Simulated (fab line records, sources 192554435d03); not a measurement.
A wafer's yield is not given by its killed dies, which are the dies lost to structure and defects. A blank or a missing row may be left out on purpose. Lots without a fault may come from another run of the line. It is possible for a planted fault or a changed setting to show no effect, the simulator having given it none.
What tool caused it? || flow n5_finfet || Sampling: 10 lots, 27 wafers, 7 of 1938 route steps

== WHAT THE GAUGES READ, wafer by wafer ==
N5_BEOL_M1_THK_MEAS_53: measures by xrf. Usual: M1_THK typically reads 40.5 nm, with standard deviation 1.7.
{"lot": "L627", "measured": "day 6 08:00", "on": "film_metro-01", "M1_THK (nm)": "42.7 39.1", "flag": ""}
{"lot": "L628", "measured": "day 6 11:56", "on": "film_metro-02", "M1_THK (nm)": "41.3 43.6 40.6", "flag": ""}
{"lot": "L629", "measured": "day 6 16:22", "on": "film_metro-01", "M1_THK (nm)": "38.8 41.6", "flag": ""}
{"lot": "L637", "measured": "day 8 14:44", "on": "film_metro-01", "M1_THK (nm)": "38.6 40.1 38.6", "flag": ""}
{"lot": "L639", "measured": "day 9 08:40", "on": "film_metro-02", "M1_THK (nm)": "39.2 40.7 39.6", "flag": ""}
{"lot": "L643", "measured": "day 9 23:12", "on": "film_metro-01", "M1_THK (nm)": "40.3 43.2 41.0", "flag": ""}
{"lot": "L645", "measured": "day 10 16:02", "on": "film_metro-02", "M1_THK (nm)": "41.8 40.7 42.5", "flag": ""}
{"lot": "L648", "measured": "day 11 13:05", "on": "film_metro-01", "M1_THK (nm)": "38.2 41.2", "flag": ""}
{"lot": "L649", "measured": "day 11 20:44", "on": "film_metro-01", "M1_THK (nm)": "39.9 41.0 41.3", "flag": ""}
{"lot": "L650", "measured": "day 12 06:56", "on": "film_metro-02", "M1_THK (nm)": "39.9 40.7 41.6", "flag": ""}

N5_BEOL_M1_INSPECT_59: inspects for defects (darkfield). Usual: raw_defect_count 71, standard deviation 26.
{"lot": "L627", "measured": "day 6 08:17", "on": "defect_inspect-02", "raw_defect_count": "67 102", "flag": ""}
{"lot": "L628", "measured": "day 6 12:16", "on": "defect_inspect-02", "raw_defect_count": "54 61 24", "flag": ""}
{"lot": "L629", "measured": "day 6 16:39", "on": "defect_inspect-01", "raw_defect_count": "52 77", "flag": ""}
{"lot": "L637", "measured": "day 8 15:01", "on": "defect_inspect-01", "raw_defect_count": "354 336 357", "flag": "OFF"}
{"lot": "L639", "measured": "day 9 08:57", "on": "defect_inspect-02", "raw_defect_count": "378 408 372", "flag": "OFF"}
{"lot": "L643", "measured": "day 9 23:32", "on": "defect_inspect-01", "raw_defect_count": "74 73 90", "flag": ""}
{"lot": "L645", "measured": "day 10 16:20", "on": "defect_inspect-01", "raw_defect_count": "79 70 65", "flag": ""}
{"lot": "L648", "measured": "day 11 13:24", "on": "defect_inspect-02", "raw_defect_count": "44 41", "flag": ""}
{"lot": "L649", "measured": "day 11 21:01", "on": "defect_inspect-02", "raw_defect_count": "61 64 49", "flag": ""}
{"lot": "L650", "measured": "day 12 07:14", "on": "defect_inspect-01", "raw_defect_count": "65 61 55", "flag": ""}

N5_BEOL_M2_INSPECT_13: inspects for defects (brightfield). Usual: raw_defect_count 396, standard deviation 93.
{"lot": "L627", "measured": "day 6 10:54", "on": "defect_inspect-01", "raw_defect_count": "486 404", "flag": ""}
{"lot": "L628", "measured": "day 6 13:29", "on": "defect_inspect-02", "raw_defect_count": "318 458 278", "flag": ""}
{"lot": "L629", "measured": "day 6 17:57", "on": "defect_inspect-01", "raw_defect_count": "324 307", "flag": ""}
{"lot": "L637", "measured": "day 8 15:58", "on": "defect_inspect-01", "raw_defect_count": "570 653 686", "flag": ""}
{"lot": "L639", "measured": "day 9 09:58", "on": "defect_inspect-01", "raw_defect_count": "661 658 709", "flag": "OFF"}
{"lot": "L643", "measured": "day 10 02:02", "on": "defect_inspect-02", "raw_defect_count": "405 431 442", "flag": ""}
{"lot": "L645", "measured": "day 10 17:31", "on": "defect_inspect-01", "raw_defect_count": "304 395 452", "flag": ""}
{"lot": "L648", "measured": "day 11 16:41", "on": "defect_inspect-01", "raw_defect_count": "302 388", "flag": ""}
{"lot": "L649", "measured": "day 12 02:25", "on": "defect_inspect-01", "raw_defect_count": "333 418 411", "flag": ""}
{"lot": "L650", "measured": "day 12 09:01", "on": "defect_inspect-01", "raw_defect_count": "335 338 292", "flag": ""}

N5_BEOL_M4_RC_MEAS_101. Usual: DIBL_N 36.3 mV/V, standard deviation 1.6; DIBL_P 36.2 mV/V, standard deviation 2.1; IOFF_N 0.16 nA/um, standard deviation 0.031; IOFF_P 0.21 nA/um, standard deviation 0.034; ION_N 673 uA/um, standard deviation 11; ION_P 461 uA/um, standard deviation 7.4; SS_N 71.6 mV/dec, standard deviation 0.55; SS_P 73.3 mV/dec, standard deviation 0.66; VT_N 251 mV, standard deviation 3.2; VT_P -251 mV, standard deviation 3.5.
{"lot": "L627", "measured": "day 7 13:00", "on": "prober-02", "DIBL_N (mV/V)": "36.6 34.4", "DIBL_P (mV/V)": "35.7 33.3", "IOFF_N (nA/um)": "0.16 0.13", "IOFF_P (nA/um)": "0.23 0.19", "ION_N (uA/um)": "678 683", "ION_P (uA/um)": "469 473", "SS_N (mV/dec)": "72.4 71.6", "SS_P (mV/dec)": "73.7 73.3", "VT_N (mV)": "250 252", "VT_P (mV)": "-252 -250", "flag": ""}
{"lot": "L628", "measured": "day 7 15:59", "on": "prober-02", "DIBL_N (mV/V)": "36.3 36.8 38.4", "DIBL_P (mV/V)": "36.0 36.5 37.9", "IOFF_N (nA/um)": "0.14 0.14 0.17", "IOFF_P (nA/um)": "0.21 0.21 0.25", "ION_N (uA/um)": "683 665 676", "ION_P (uA/um)": "471 462 464", "SS_N (mV/dec)": "71.0 71.5 71.2", "SS_P (mV/dec)": "73.8 73.4 74.0", "VT_N (mV)": "254 253 250", "VT_P (mV)": "-254 -253 -251", "flag": ""}
{"lot": "L629", "measured": "day 7 19:15", "on": "prober-02", "DIBL_N (mV/V)": "33.4 35.0", "DIBL_P (mV/V)": "33.4 36.1", "IOFF_N (nA/um)": "0.12 0.15", "IOFF_P (nA/um)": "0.15 0.20", "ION_N (uA/um)": "664 661", "ION_P (uA/um)": "452 453", "SS_N (mV/dec)": "70.8 71.6", "SS_P (mV/dec)": "72.9 73.3", "VT_N (mV)": "258 249", "VT_P (mV)": "-254 -251", "flag": ""}
{"lot": "L637", "measured": "day 9 19:12", "on": "prober-01", "DIBL_N (mV/V)": "34.6 36.0 35.9", "DIBL_P (mV/V)": "34.2 36.7 36.5", "IOFF_N (nA/um)": "0.14 0.18 0.17", "IOFF_P (nA/um)": "0.17 0.20 0.20", "ION_N (uA/um)": "675 683 694", "ION_P (uA/um)": "458 469 469", "SS_N (mV/dec)": "71.9 71.6 72.3", "SS_P (mV/dec)": "73.1 73.8 74.3", "VT_N (mV)": "252 249 249", "VT_P (mV)": "-255 -251 -252", "flag": ""}
{"lot": "L639", "measured": "day 10 13:17", "on": "prober-02", "DIBL_N (mV/V)": "34.2 36.8 36.3", "DIBL_P (mV/V)": "36.2 39.3 38.6", "IOFF_N (nA/um)": "0.13 0.18 0.17", "IOFF_P (nA/um)": "0.19 0.24 0.24", "ION_N (uA/um)": "672 669 689", "ION_P (uA/um)": "466 461 475", "SS_N (mV/dec)": "70.9 72.6 71.2", "SS_P (mV/dec)": "72.7 73.5 74.0", "VT_N (mV)": "253 246 247", "VT_P (mV)": "-252 -248 -247", "flag": ""}
{"lot": "L643", "measured": "day 11 05:26", "on": "prober-02", "DIBL_N (mV/V)": "37.3 33.8 35.9", "DIBL_P (mV/V)": "38.7 33.8 36.8", "IOFF_N (nA/um)": "0.19 0.12 0.17", "IOFF_P (nA/um)": "0.27 0.20 0.24", "ION_N (uA/um)": "687 680 680", "ION_P (uA/um)": "475 476 469", "SS_N (mV/dec)": "71.9 70.7 71.6", "SS_P (mV/dec)": "73.0 72.2 73.1", "VT_N (mV)": "245 252 247", "VT_P (mV)": "-241 -248 -244", "flag": ""}
{"lot": "L645", "measured": "day 11 21:50", "on": "prober-01", "DIBL_N (mV/V)": "37.7 37.0 38.1", "DIBL_P (mV/V)": "38.2 36.0 37.4", "IOFF_N (nA/um)": "0.18 0.15 0.19", "IOFF_P (nA/um)": "0.22 0.20 0.23", "ION_N (uA/um)": "687 668 676", "ION_P (uA/um)": "465 461 464", "SS_N (mV/dec)": "71.7 72.2 72.0", "SS_P (mV/dec)": "73.5 73.6 73.1", "VT_N (mV)": "249 250 250", "VT_P (mV)": "-252 -255 -248", "flag": ""}
{"lot": "L648", "measured": "day 12 17:08", "on": "prober-01", "DIBL_N (mV/V)": "36.8 38.1", "DIBL_P (mV/V)": "35.2 37.4", "IOFF_N (nA/um)": "0.15 0.17", "IOFF_P (nA/um)": "0.19 0.21", "ION_N (uA/um)": "667 689", "ION_P (uA/um)": "454 464", "SS_N (mV/dec)": "71.3 71.6", "SS_P (mV/dec)": "73.0 74.0", "VT_N (mV)": "253 246", "VT_P (mV)": "-254 -253", "flag": ""}
{"lot": "L649", "measured": "day 13 07:39", "on": "prober-01", "DIBL_N (mV/V)": "34.2 37.2 36.9", "DIBL_P (mV/V)": "32.7 37.0 36.4", "IOFF_N (nA/um)": "0.10 0.15 0.14", "IOFF_P (nA/um)": "0.14 0.19 0.19", "ION_N (uA/um)": "656 667 666", "ION_P (uA/um)": "455 456 463", "SS_N (mV/dec)": "70.4 71.2 71.6", "SS_P (mV/dec)": "71.8 72.6 72.9", "VT_N (mV)": "257 251 252", "VT_P (mV)": "-254 -253 -255", "flag": ""}
{"lot": "L650", "measured": "day 13 10:01", "on": "prober-01", "DIBL_N (mV/V)": "37.9 39.1 39.1", "DIBL_P (mV/V)": "38.5 41.1 41.7", "IOFF_N (nA/um)": "0.19 0.23 0.25", "IOFF_P (nA/um)": "0.23 0.28 0.29", "ION_N (uA/um)": "687 697 708", "ION_P (uA/um)": "466 472 478", "SS_N (mV/dec)": "71.7 73.3 72.5", "SS_P (mV/dec)": "74.6 74.0 74.3", "VT_N (mV)": "248 245 243", "VT_P (mV)": "-249 -248 -248", "flag": ""}

== TOOL THAT RAN EACH LOT (tool first, then ch and the chambers of the sampled wafers, then the start) ==
{"lot": "L627", "N5_BEOL_M1_STRIP_97": "rie_diel-03 ch 0,3, day 6 06:25 or earlier", "N5_BEOL_M1_ANNEAL_89": "pvd_sputter-03, day 6 06:25", "N5_BEOL_M1_PRE_CLEAN_60": "cvd_co-01 ch 0,2, day 6 08:02"}
{"lot": "L628", "N5_BEOL_M1_STRIP_97": "rie_diel-03 ch 1,2,3, day 6 10:04 or earlier", "N5_BEOL_M1_ANNEAL_89": "pvd_sputter-01, day 6 10:04", "N5_BEOL_M1_PRE_CLEAN_60": "cvd_co-02 ch 0,2, day 6 11:59"}
{"lot": "L629", "N5_BEOL_M1_STRIP_97": "rie_diel-01 ch 1,3, day 6 14:35 or earlier", "N5_BEOL_M1_ANNEAL_89": "pvd_sputter-03, day 6 14:35", "N5_BEOL_M1_PRE_CLEAN_60": "cvd_co-01 ch 1,2, day 6 16:24"}
{"lot": "L637", "N5_BEOL_M1_STRIP_97": "rie_diel-03 ch 0,1,3, day 8 12:55 or earlier", "N5_BEOL_M1_ANNEAL_89": "pvd_sputter-02, day 8 12:55", "N5_BEOL_M1_PRE_CLEAN_60": "cvd_co-02 ch 0,2, day 8 14:46"}
{"lot": "L639", "N5_BEOL_M1_STRIP_97": "rie_diel-01 ch 0,2,3, day 9 07:04 or earlier", "N5_BEOL_M1_ANNEAL_89": "pvd_sputter-01, day 9 07:04", "N5_BEOL_M1_PRE_CLEAN_60": "cvd_co-02 ch 0,2, day 9 08:42"}
{"lot": "L643", "N5_BEOL_M1_STRIP_97": "rie_diel-01 ch 0,2,3, day 9 21:37 or earlier", "N5_BEOL_M1_ANNEAL_89": "pvd_sputter-03, day 9 21:37", "N5_BEOL_M1_PRE_CLEAN_60": "cvd_co-01 ch 1,2, day 9 23:16"}
{"lot": "L645", "N5_BEOL_M1_STRIP_97": "rie_diel-03 ch 0,1,2, day 10 14:26 or earlier", "N5_BEOL_M1_ANNEAL_89": "pvd_sputter-03, day 10 14:26", "N5_BEOL_M1_PRE_CLEAN_60": "cvd_co-01 ch 0,1,2, day 10 16:05"}
{"lot": "L648", "N5_BEOL_M1_STRIP_97": "rie_diel-01 ch 1,2, day 11 11:28 or earlier", "N5_BEOL_M1_ANNEAL_89": "pvd_sputter-01, day 11 11:28", "N5_BEOL_M1_PRE_CLEAN_60": "cvd_co-01 ch 0,1, day 11 13:07"}
{"lot": "L649", "N5_BEOL_M1_STRIP_97": "rie_diel-01 ch 1,2,3, day 11 19:07 or earlier", "N5_BEOL_M1_ANNEAL_89": "pvd_sputter-01, day 11 19:07", "N5_BEOL_M1_PRE_CLEAN_60": "cvd_co-02 ch 1,2, day 11 20:46"}
{"lot": "L650", "N5_BEOL_M1_STRIP_97": "rie_diel-03 ch 0,1,2, day 12 05:13 or earlier", "N5_BEOL_M1_ANNEAL_89": "pvd_sputter-01, day 12 05:13", "N5_BEOL_M1_PRE_CLEAN_60": "cvd_co-01 ch 0,1,2, day 12 06:59"}
- N5_BEOL_M1_STRIP_97: strips in N2/H2, time 10 s.
- N5_BEOL_M1_ANNEAL_89: time 240 s.
- N5_BEOL_M1_PRE_CLEAN_60: time 15 s.

== WHAT THE TOOLS THEMSELVES READ (means of the sampled wafers that have a number; where no wafer has one, the mark that the record gives instead) ==
N5_BEOL_M1_STRIP_97. Usual: bias_power_w 7.000 W, standard deviation 0.018; drypump_motor_current_A 5.6 A, standard deviation 0.5; oes_product_au 0.78 a.u., standard deviation 0.081; rf_vpp_V 59.1 V, standard deviation 0.87; showerhead_plenum_p_Torr 2.53 Torr, standard deviation 0.086; throttle_valve_pct 23.7 %, standard deviation 0.41.
{"lot": "L627", "tool": "rie_diel-03", "bias_power_w (W)": 7.004, "drypump_motor_current_A (A)": 5.7, "oes_product_au (a.u.)": 0.72, "rf_vpp_V (V)": 59.0, "showerhead_plenum_p_Torr (Torr)": 2.58, "throttle_valve_pct (%)": 23.9, "flag": ""}
{"lot": "L628", "tool": "rie_diel-03", "bias_power_w (W)": 6.992, "drypump_motor_current_A (A)": 5.5, "oes_product_au (a.u.)": 0.81, "rf_vpp_V (V)": 58.8, "showerhead_plenum_p_Torr (Torr)": 2.52, "throttle_valve_pct (%)": 23.6, "flag": ""}
{"lot": "L629", "tool": "rie_diel-01", "bias_power_w (W)": 7.000, "drypump_motor_current_A (A)": 5.5, "oes_product_au (a.u.)": 0.78, "rf_vpp_V (V)": 59.0, "showerhead_plenum_p_Torr (Torr)": 2.51, "throttle_valve_pct (%)": 23.6, "flag": ""}
{"lot": "L637", "tool": "rie_diel-03", "bias_power_w (W)": 6.974, "drypump_motor_current_A (A)": 5.8, "oes_product_au (a.u.)": 0.78, "rf_vpp_V (V)": 58.5, "showerhead_plenum_p_Torr (Torr)": 2.55, "throttle_valve_pct (%)": 23.9, "flag": ""}
{"lot": "L639", "tool": "rie_diel-01", "bias_power_w (W)": 6.985, "drypump_motor_current_A (A)": 5.1, "oes_product_au (a.u.)": 0.74, "rf_vpp_V (V)": 58.5, "showerhead_plenum_p_Torr (Torr)": 2.51, "throttle_valve_pct (%)": 24.1, "flag": ""}
{"lot": "L643", "tool": "rie_diel-01", "bias_power_w (W)": 6.993, "drypump_motor_current_A (A)": 5.1, "oes_product_au (a.u.)": 0.74, "rf_vpp_V (V)": 59.0, "showerhead_plenum_p_Torr (Torr)": 2.51, "throttle_valve_pct (%)": 24.0, "flag": ""}
{"lot": "L645", "tool": "rie_diel-03", "bias_power_w (W)": 7.004, "drypump_motor_current_A (A)": 5.7, "oes_product_au (a.u.)": 0.78, "rf_vpp_V (V)": 57.8, "showerhead_plenum_p_Torr (Torr)": 2.48, "throttle_valve_pct (%)": 23.7, "flag": ""}
{"lot": "L648", "tool": "rie_diel-01", "bias_power_w (W)": 7.011, "drypump_motor_current_A (A)": 5.4, "oes_product_au (a.u.)": 0.91, "rf_vpp_V (V)": 59.5, "showerhead_plenum_p_Torr (Torr)": 2.54, "throttle_valve_pct (%)": 23.8, "flag": ""}
{"lot": "L649", "tool": "rie_diel-01", "bias_power_w (W)": 7.009, "drypump_motor_current_A (A)": 5.4, "oes_product_au (a.u.)": 0.83, "rf_vpp_V (V)": 58.6, "showerhead_plenum_p_Torr (Torr)": 2.50, "throttle_valve_pct (%)": 23.8, "flag": ""}
{"lot": "L650", "tool": "rie_diel-03", "bias_power_w (W)": 7.010, "drypump_motor_current_A (A)": 5.7, "oes_product_au (a.u.)": 0.76, "rf_vpp_V (V)": 58.9, "showerhead_plenum_p_Torr (Torr)": 2.47, "throttle_valve_pct (%)": 23.7, "flag": ""}

N5_BEOL_M1_ANNEAL_89. Usual: heater_power_w 826 W, standard deviation 60.
{"lot": "L627", "tool": "pvd_sputter-03", "heater_power_w (W)": 812, "flag": ""}
{"lot": "L628", "tool": "pvd_sputter-01", "heater_power_w (W)": 818, "flag": ""}
{"lot": "L629", "tool": "pvd_sputter-03", "heater_power_w (W)": 829, "flag": ""}
{"lot": "L637", "tool": "pvd_sputter-02", "heater_power_w (W)": 780, "flag": ""}
{"lot": "L639", "tool": "pvd_sputter-01", "heater_power_w (W)": 844, "flag": ""}
{"lot": "L643", "tool": "pvd_sputter-03", "heater_power_w (W)": 843, "flag": ""}
{"lot": "L645", "tool": "pvd_sputter-03", "heater_power_w (W)": 808, "flag": ""}
{"lot": "L648", "tool": "pvd_sputter-01", "heater_power_w (W)": 798, "flag": ""}
{"lot": "L649", "tool": "pvd_sputter-01", "heater_power_w (W)": 811, "flag": ""}
{"lot": "L650", "tool": "pvd_sputter-01", "heater_power_w (W)": 849, "flag": ""}

N5_BEOL_M1_PRE_CLEAN_60. Usual: heater_power_w 71 W, standard deviation 11.
{"lot": "L627", "tool": "cvd_co-01", "heater_power_w (W)": 72, "flag": ""}
{"lot": "L628", "tool": "cvd_co-02", "heater_power_w (W)": 77, "flag": ""}
{"lot": "L629", "tool": "cvd_co-01", "heater_power_w (W)": 67, "flag": ""}
{"lot": "L637", "tool": "cvd_co-02", "heater_power_w (W)": 76, "flag": ""}
{"lot": "L639", "tool": "cvd_co-02", "heater_power_w (W)": 80, "flag": ""}
{"lot": "L643", "tool": "cvd_co-01", "heater_power_w (W)": 65, "flag": ""}
{"lot": "L645", "tool": "cvd_co-01", "heater_power_w (W)": 67, "flag": ""}
{"lot": "L648", "tool": "cvd_co-01", "heater_power_w (W)": 62, "flag": ""}
{"lot": "L649", "tool": "cvd_co-02", "heater_power_w (W)": 84, "flag": ""}
{"lot": "L650", "tool": "cvd_co-01", "heater_power_w (W)": 69, "flag": ""}

== THE ANSWER, worked out from the rows above alone ==
Rule: a lot counts as off when the mean over its wafers that have a number is more than 3 standard deviations away from the usual mean. A lot without any number at a reading at which 4 lots or more have one is off too. All remaining lots with rows at the step are treated as sound. Order of review: gauges by route order, followed by the tools' own readings, for which a lot's mean as printed above is used. At the first step where some lot is off, the reading lying furthest off is the one used; lots without a number count as furthest.
Off: L637, L639 (N5_BEOL_M1_INSPECT_59, raw_defect_count).
If a tool, at a process step before that reading, ran all the lots that are off and no sound lot after the first of them, it fits. The gauges at N5_BEOL_M1_INSPECT_59 are tried like those tools. With no start given for some of its lots, N5_BEOL_M1_STRIP_97 uses the hours and lot order of N5_BEOL_M1_ANNEAL_89. Not one of the candidates tried fits.

== WHAT THE SIMULATOR HAD INSERTED ==
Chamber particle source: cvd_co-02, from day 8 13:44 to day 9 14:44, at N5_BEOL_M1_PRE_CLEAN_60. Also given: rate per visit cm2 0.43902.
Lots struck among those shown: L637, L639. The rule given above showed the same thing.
